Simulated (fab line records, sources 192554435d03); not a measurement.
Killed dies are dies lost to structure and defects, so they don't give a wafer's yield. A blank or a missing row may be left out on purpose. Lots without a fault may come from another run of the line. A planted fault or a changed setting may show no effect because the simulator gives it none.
fab line records | flow n5_finfet
record lots=9 wafers=27 last_day=18
route steps=1938 shown GATE_CUT@497 BEOL_M4@1111 PASSIVATION@1936
lots that met no fault: from a run of the same line without faults
start_h: hours from the record's first day to the start of the lot's first wafer shown | wait_h: hours since the lot's step before | " the same as in the row above | L1.1+2: a row that stands for several wafers | - no value, or no start given | * or withheld: withheld | < > ~ a bound
route shown NAME@n: a module of which the file shows steps, and the number in the route of the first | usual: mean/standard deviation of fault-free wafers | same: alike in all rows | chamber/n: place in a boat | sites: the reading at each site | _std_site: their standard deviation | _edge_site: outer sites' mean less inner sites' | radius_mm: how far each site lies from the wafer's centre | mask NAME#n: copy n | behind: the tool/chamber that last shaped the wafer | hold: why the lot was held/for how many hours/how that ended | device: the transistor (n, p or np) that didn't switch | end of line: the same wafers' tests at the end of the route | a step without rows: its recipe alone | killed: dies lost to structure and defects at the first sort, not the wafer's yield | map: a wafer's dies, x killed, . not, _ none there
set.NAME: the setting as run; set.NAME@STEP: as run at that earlier step | model.NAME: the simulator's own value behind a step, which no gauge read
steps of the route over a sample of lots; a table a step, a row a wafer
services: from which hour (start_h, from the record's first day; less than 0 if before it) a tool's chamber was out of use, for how many hours, and why
## steps
# step N5_GATE_CUT_STRIP_41
# recipe chemistry=CF4 resist=SiARC power_w=300 bias_power_w=75 pressure_mtorr=50 cf4_flow_sccm=150 rf_frequency_hz=6e+07
# usual drypump_motor_current_A=5.8/0.65 oes_product_au=0.176/0.016 rf_vpp_V=271.4/1.4 showerhead_plenum_p_Torr=1.81/0.053 throttle_valve_pct=13.6/0.35
# columns lot.wafer tool chamber start_h wait_h drypump_motor_current_A oes_product_au rf_hours_counter_h rf_vpp_V showerhead_plenum_p_Torr throttle_valve_pct
L308.1 rie_diel-03 2 93.87 0.0 5.6 0.175 178 270.9 1.79 13.8
L308.2 " 0 " " 5.1 0.163 205 270.7 1.79 13.9
L308.6 " 0 " " 5.1 0.166 - 269.7 1.79 13.9
L311.1 rie_diel-03 2 107.03 0.0 5.6 0.177 183 272.6 1.78 13.8
L311.2 " 3 " " 5.8 0.180 77 271.7 1.82 13.3
L311.6 " 0 " " 5.1 0.160 - 270.7 1.78 13.9
L315.2 rie_diel-02 2 137.88 0.0 4.7 0.157 249 271.4 1.84 13.9
L315.5 " 0 " " 5.7 0.163 - 274.4 1.87 14.2
L315.6 " 3 " " 6.6 0.199 - 271.2 1.76 13.1
L319.3 rie_diel-04 1 157.06 0.0 5.3 0.193 82 270.7 1.74 13.2
L319.5 " 3 " " 6.2 0.173 - 269.8 1.78 13.6
L319.6 " 2 " " 5.1 0.171 - 271.7 1.79 13.2
L318.3 rie_diel-04 0 161.37 0.0 5.8 0.179 125 268.8 1.67 13.6
L318.4 " 2 " " 5.2 0.172 142 271.8 1.79 13.2
L318.5 " 3 " " 6.2 0.172 - 271.4 1.78 13.6
L321.2 rie_diel-04 1 168.18 0.0 5.3 0.182 84 269.7 1.74 13.2
L321.3 " 2 " " 5.2 0.178 144 271.6 1.78 13.2
L321.6 " 3 " " 6.3 0.174 - 272.0 1.78 13.6
L323.1 rie_diel-02 0 179.28 0.0 5.7 0.165 221 271.2 1.86 14.3
L323.2 " 1 " " 6.6 0.166 201 272.7 1.85 13.8
L323.3 " 2 " " 4.7 0.220 2 272.9 1.84 13.4
L324.2 rie_diel-02 1 187.10 0.0 6.6 0.168 203 272.8 1.85 13.8
L324.4 " 2 " " 4.6 0.210 4 271.8 1.84 13.4
L324.6 " 0 " " 5.8 0.168 - 273.0 1.86 14.2
L330.1 rie_diel-02 3 226.45 0.0 6.6 0.195 60 270.8 1.75 13.2
L330.4 " 0 " " 5.8 0.165 236 271.9 1.86 14.3
L330.5 " 1 " " 6.6 0.161 - 273.6 1.85 13.9
# step N5_GATE_CUT_STRIP_42
# recipe chemistry=O2 power_w=400 temp_c=40 pressure_mtorr=30 rf_frequency_hz=6e+07 bias_power_w=0 overash_fraction=0.3 o2_flow_sccm=225
# usual drypump_motor_current_A=5.8/0.65 oes_product_au=0.76/0.079 rf_vpp_V=3.6/0.5 showerhead_plenum_p_Torr=2.11/0.068 temp_c=40.01/0.12 throttle_valve_pct=16.7/0.36
# columns lot.wafer tool chamber start_h wait_h drypump_motor_current_A oes_product_au rf_hours_counter_h rf_vpp_V showerhead_plenum_p_Torr temp_c throttle_valve_pct
L308.1 rie_diel-03 2 93.89 0.0 5.6 0.75 178 3.7 2.11 39.83 17.0
L308.2 " 0 " " 5.1 0.71 205 3.3 2.08 40.04 17.0
L308.6 " 0 " " 5.1 0.71 - 3.2 2.08 40.08 17.0
L311.1 rie_diel-03 2 107.05 0.0 5.6 0.75 183 4.5 2.11 39.99 17.0
L311.2 " 3 " " 5.8 0.80 77 3.6 2.12 39.91 16.4
L311.6 " 0 " " 5.1 0.71 - 3.3 2.08 40.08 17.0
L315.2 rie_diel-02 2 137.90 0.0 4.7 0.68 249 4.0 2.15 39.99 17.0
L315.5 " 0 " " 5.7 0.70 - 4.5 2.18 39.94 17.3
L315.6 " 3 " " 6.7 0.90 - 3.2 2.04 40.30 16.1
L319.3 rie_diel-04 1 157.08 0.0 5.3 0.84 82 4.3 2.03 39.90 16.3
L319.5 " 3 " " 6.2 0.73 - 3.0 2.06 40.10 16.5
L319.6 " 2 " " 5.2 0.76 - 3.7 2.12 39.88 16.4
L318.3 rie_diel-04 0 161.39 0.0 5.9 0.76 125 2.6 1.93 39.99 16.6
L318.4 " 2 " " 5.2 0.75 142 3.5 2.11 40.12 16.4
L318.5 " 3 " " 6.2 0.74 - 3.4 2.06 40.16 16.5
L321.2 rie_diel-04 1 168.20 0.0 5.3 0.83 84 3.9 2.03 40.01 16.3
L321.3 " 2 " " 5.1 0.75 144 4.4 2.11 40.16 16.4
L321.6 " 3 " " 6.2 0.74 - 3.0 2.06 39.90 16.5
L323.1 rie_diel-02 0 179.30 0.0 5.7 0.70 221 4.5 2.17 39.98 17.3
L323.2 " 1 " " 6.6 0.69 201 3.9 2.17 39.94 16.9
L323.3 " 2 " " 4.6 0.96 2 3.3 2.15 40.00 16.5
L324.2 rie_diel-02 1 187.12 0.0 6.6 0.70 203 2.8 2.17 39.79 16.9
L324.4 " 2 " " 4.7 0.96 4 3.4 2.15 40.00 16.5
L324.6 " 0 " " 5.8 0.70 - 3.5 2.17 39.94 17.3
L330.1 rie_diel-02 3 226.47 0.0 6.6 0.86 60 3.2 2.03 40.05 16.2
L330.4 " 0 " " 5.7 0.68 236 3.5 2.17 40.03 17.3
L330.5 " 1 " " 6.6 0.68 - 3.4 2.16 39.95 16.9
# step N5_GATE_CUT_ALD_22
# recipe material=SiNx target_thk_a=160 temp_c=400 ald_precursor_family=SiH2I2 ald_co_reactant=N2/H2-plasma pulse_time_s=1 ald_cycles=320 purge_time_s=2 co_reactant_purge_time_s=2 pressure_torr=2
# usual heater_power_w=794/89 precursor_pulse_height_rel=1.002/0.019 susceptor_temp_C=400.01/0.22
# columns lot.wafer tool chamber start_h wait_h heater_power_w precursor_pulse_height_rel susceptor_temp_C
L308.1 ald_sin-03 2 94.67 0.2 729 1.022 399.93
L308.2 " 1 " " 897 0.987 400.11
L308.6 " 2 " " 722 0.997 400.04
L311.1 ald_sin-01 0 107.64 0.0 719 1.044 400.01
L311.2 " 1 " " 830 0.973 400.14
L311.6 " 3 " " 813 0.977 400.14
L315.2 ald_sin-04 3 138.50 0.0 647 0.988 400.20
L315.5 " 0 " " 758 1.032 399.81
L315.6 " 3 " " 644 1.028 400.50
L319.3 ald_sin-04 1 157.68 0.0 902 0.985 400.07
L319.5 " 0 " " 746 1.012 400.17
L319.6 " 3 " " 661 1.013 400.21
L318.3 ald_sin-01 2 161.98 0.0 788 0.997 399.96
L318.4 " 1 " " 861 0.993 400.10
L318.5 " 0 " " 730 1.034 400.14
L321.2 ald_sin-03 3 168.79 0.0 981 1.013 400.05
L321.3 " 2 " " 733 0.997 400.31
L321.6 " 1 " " 909 0.982 399.83
L323.1 ald_sin-04 1 180.19 0.0 899 0.989 400.05
L323.2 " 3 " " 655 1.021 400.19
L323.3 " 0 " " 726 1.016 399.97
L324.2 ald_sin-04 3 187.72 0.0 643 1.004 399.96
L324.4 " 0 " " 748 1.005 399.58
L324.6 " 1 " " 905 1.000 400.19
L330.1 ald_sin-04 3 227.84 0.8 668 1.004 399.44
L330.4 " 2 " " 840 1.006 400.23
L330.5 " 3 " " 673 1.031 399.88
# step N5_GATE_CUT_CMP_23
# recipe stop_on=SiO2 t_overpolish_s=23.4 post_cmp_clean=alkaline_brush down_force_psi=2.5 platen_rpm=51.8 pad_velocity_m_s=1.0307 target_thk_nm=16
# usual head_pressure_psi=2.500/0.0062 motor_current_A=9.0/0.99 overpolish_run_s=23.400/0.01 retaining_ring_pressure_frac=1.001/0.005 time_to_endpoint_s=19.5/2.6
# columns lot.wafer tool chamber start_h wait_h head_pressure_psi motor_current_A overpolish_run_s retaining_ring_pressure_frac time_to_endpoint_s
L308.1 cmp-02 2 96.36 1.0 2.484 8.1 23.388 1.007 25.1
L308.2 " 3 " " 2.504 8.3 23.399 0.999 24.7
L308.6 " 1 " " 2.500 7.7 23.387 1.007 21.0
L311.1 cmp-03 0 109.13 0.8 2.491 8.9 23.380 0.992 20.1
L311.2 " 1 " " 2.501 9.8 23.411 0.999 19.3
L311.6 " 1 " " 2.494 9.3 23.395 0.999 18.9
L315.2 cmp-01 3 140.06 0.8 2.496 10.6 23.387 0.998 18.1
L315.5 " 1 " " 2.496 9.5 23.402 1.002 15.9
L315.6 " 2 " " 2.506 9.5 23.406 0.990 14.3
L319.3 cmp-03 1 159.17 0.8 2.500 9.5 23.405 1.002 16.3
L319.5 " 1 " " 2.499 9.4 23.416 1.004 16.1
L319.6 " 2 " " 2.497 8.8 23.420 0.998 21.9
L318.3 cmp-01 3 163.47 0.8 2.506 10.7 23.413 1.007 20.4
L318.4 " 0 " " 2.501 7.6 23.416 0.997 20.4
L318.5 " 0 " " 2.509 7.8 23.401 1.002 24.0
L321.3 cmp-01 2 170.35 0.8 2.504 9.8 23.383 0.993 34.9
L321.2 " 3 " " 2.495 10.4 23.421 0.995 40.1
L321.6 " 1 " " 2.497 9.7 23.392 1.002 41.0
L323.1 cmp-03 0 181.68 0.8 2.502 8.7 23.414 1.000 20.0
L323.2 " 2 " " 2.488 8.8 23.403 1.009 23.0
L323.3 " 3 " " 2.495 10.4 23.414 1.003 23.2
L324.2 cmp-01 1 189.21 0.8 2.499 9.7 23.388 0.994 40.0
L324.4 " 3 " " 2.503 10.3 23.385 0.998 38.6
L324.6 " 2 " " 2.498 9.2 23.411 0.999 35.7
L330.1 cmp-02 1 229.37 0.8 2.493 8.0 23.388 0.998 17.9
L330.4 " 2 " " 2.494 8.0 23.390 1.007 18.4
L330.5 " 1 " " 2.492 8.0 23.401 1.000 16.9
# step N5_BEOL_M4_RC_MEAS_101
# usual DIBL_N=36.5/2 DIBL_P=36.5/2.3 IOFF_N=0.16/0.036 IOFF_P=0.21/0.037 ION_N=672/12 ION_P=459/7.1 SS_N=71.6/0.73 SS_P=73.4/0.76 VT_N=250/3.3 VT_P=-250.5/2.9
# columns lot.wafer tool chamber start_h wait_h DIBL_N[mV/V] DIBL_P[mV/V] IOFF_N[nA/um] IOFF_P[nA/um] ION_N[uA/um] ION_P[uA/um] SS_N[mV/dec] SS_P[mV/dec] VT_N[mV] VT_P[mV]
L308.1 prober-02 0 191.31 0.0 37.5 37.7 0.16 0.22 672 459 71.8 74.5 248 -247.8
L308.2 " 0 " " 39.7 40.1 0.20 0.25 676 464 72.6 74.9 248 -246.5
L308.6 " 0 " " 38.2 38.4 0.17 0.23 673 461 72.1 74.8 250 -249.2
L311.1 prober-01 0 199.42 0.0 40.0 39.5 0.23 0.28 695 472 72.2 74.4 246 -246.4
L311.2 " 0 " " 40.9 41.1 0.25 0.32 679 457 72.4 74.7 245 -248.5
L311.6 " 0 " " 35.9 34.9 0.14 0.19 657 451 71.0 73.1 251 -251.8
L315.2 prober-01 0 227.04 0.2 36.7 35.7 0.15 0.18 670 459 70.9 73.6 249 -253.0
L315.5 " 0 " " 34.2 33.3 0.12 0.16 660 451 70.6 72.8 252 -255.4
L315.6 " 0 " " 36.2 34.4 0.14 0.17 665 450 70.7 73.2 250 -252.7
L319.3 prober-01 0 257.46 0.3 38.3 36.8 0.19 0.25 684 464 71.7 74.4 245 -248.6
L319.5 " 0 " " 39.4 37.8 0.24 0.27 693 465 72.8 74.5 243 -247.5
L319.6 " 0 " " 38.6 37.5 0.21 0.27 680 462 72.3 74.3 247 -247.8
L321.2 prober-02 0 257.76 0.2 38.6 38.0 0.19 0.24 666 449 72.4 73.0 248 -249.1
L321.3 " 0 " " 36.4 35.2 0.14 0.18 649 452 72.4 72.6 254 -252.1
L321.6 " 0 " " 38.8 38.0 0.18 0.23 664 457 72.6 73.2 253 -249.6
L318.3 prober-02 0 260.43 0.3 36.6 37.2 0.17 0.23 676 463 71.1 73.9 250 -246.2
L318.4 " 0 " " 37.1 38.2 0.18 0.26 684 472 71.7 74.3 246 -246.0
L318.5 " 0 " " 34.2 34.3 0.12 0.18 663 460 70.6 72.4 255 -249.6
L323.1 prober-02 0 262.70 0.0 37.0 35.9 0.15 0.20 671 459 72.1 73.0 251 -251.3
L323.2 " 0 " " 37.3 34.9 0.14 0.19 645 444 71.8 72.9 253 -251.0
L323.3 " 0 " " 39.1 38.0 0.19 0.25 681 464 71.4 73.8 249 -246.2
L324.2 prober-01 0 280.33 0.2 36.3 34.2 0.15 0.18 670 454 71.7 73.4 251 -254.5
L324.4 " 0 " " 36.5 35.2 0.15 0.19 683 465 71.3 73.0 248 -249.9
L324.6 " 0 " " 36.8 35.0 0.15 0.19 663 453 72.0 73.7 254 -252.3
L330.1 prober-01 0 332.06 0.0 38.1 40.2 0.19 0.21 671 457 71.6 75.2 249 -250.8
L330.4 " 0 " " 39.1 40.6 0.22 0.23 682 457 72.8 74.2 246 -251.5
L330.5 " 0 " " 38.8 41.3 0.21 0.23 675 456 72.4 74.7 248 -248.9
# step N5_PASSIVATION_PROBE_49
# usual defect_limited_yield=91.4/1.4 killed_at_M0_to_M3=33/11 killed_at_M4_up=13/5.3 killed_at_contacts=13/6.1 killed_at_front_end=40/11 killed_at_other=2.9/2.7 killed_dies=102/17 killed_open=68/13 killed_short=32/7.5 sort_bin_5_function=5.1/0.98 sort_bin_6_memory=3.2/0.69 sort_bin_8_speed=0.1/1.1 sort_n_pass=1077/21 sort_yield_pct=91.3/1.7
# same gross_dies=1180 killed_at_back_side=0 sort_bin_4_leakage[%]=0
# columns lot.wafer tool chamber start_h wait_h defect_limited_yield[%] killed_at_M0_to_M3 killed_at_M4_up killed_at_contacts killed_at_front_end killed_at_other killed_dies killed_open killed_short sort_bin_5_function[%] sort_bin_6_memory[%] sort_bin_8_speed[%] sort_n_pass sort_yield_pct[%]
L318.4 prober-02 - 390.43 0.2 92.5 28 7 13 36 4 88 57 31 3.9 3.2 0 1092 92.5
L318.5 prober-02 - 390.48 0.2 90.9 39 12 10 41 5 107 75 30 5.3 3.5 0 1073 90.9
# killed by level:class
L318.4 BEOL_M2:geometric_particle:open=12 FIN_SAQP:geometric_particle:open=11 MOL_CONTACT_COAG:geometric_particle:open=10 GATE_CUT:geometric_particle:short=8 BEOL_M0_SAQP:geometric_particle:open=4 BEOL_M0_SAQP:geometric_particle:short=4 STARTING-WAFER:geometric_particle:short=4 STARTING-WAFER:geometric_particle:open=4
L318.5 FIN_SAQP:geometric_particle:open=12 MOL_CONTACT_COAG:geometric_particle:open=9 BEOL_M4:geometric_particle:open=9 FIN_SAQP:geometric_particle:short=8 BEOL_M2:geometric_particle:open=8 BEOL_M0_SAQP:geometric_particle:open=7 BEOL_M0_SAQP:geometric_particle:short=7 BEOL_M1:geometric_particle:open=7
## services
# columns tool chamber start_h hours kind
cmp-03 - 72.54 0.2 repair
cmp-01 - 75.80 1.0 repair
rie_diel-04 - 79.77 28.1 pm
ald_sin-01 - 85.25 14.0 pm
ald_sin-01 0 85.25 14.0 vent_cycle
cmp-01 - 94.15 9.5 pm
cmp-01 - 103.65 8.3 pm
cmp-02 - 103.74 4.0 pm
ald_sin-01 2 109.21 3.2 repair
ald_sin-04 - 112.72 2.8 pm
cmp-03 - 115.99 6.2 pm
ald_sin-04 3 132.14 3.9 repair
rie_diel-03 3 133.54 12.3 repair
rie_diel-02 2 139.95 - clean
rie_diel-02 2 139.95 - consumable_replace:focus_ring
rie_diel-02 2 139.95 34.7 scheduled_down
rie_diel-02 2 139.95 34.7 vent_cycle
rie_diel-03 2 143.43 10.1 repair
cmp-03 - 150.91 0.5 repair
cmp-02 - 158.53 3.9 repair
ald_sin-03 - 177.13 14.0 pm
ald_sin-04 2 177.27 15.7 repair
rie_diel-04 1 209.51 16.5 repair
ald_sin-04 - 229.30 6.1 pm
## key
first_sign step=N5_GATE_CUT_CMP_23 reading=time_to_endpoint_s direction=up sigmas=7.4 usual=* struck=*
effect none on later readings
met_at N5_GATE_CUT_CMP_23
struck_lots L321,L324
not_acting_at N5_GATE_CUT_STRIP_41,N5_GATE_CUT_STRIP_42,N5_GATE_CUT_ALD_22
onset_between 163.47 170.35
fault kind=process_parameter_drift tool=cmp-01 chamber=- onset_h=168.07 steps=N5_GATE_CUT_CMP_23 channel=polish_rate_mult offset=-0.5 shape=step end_h=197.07
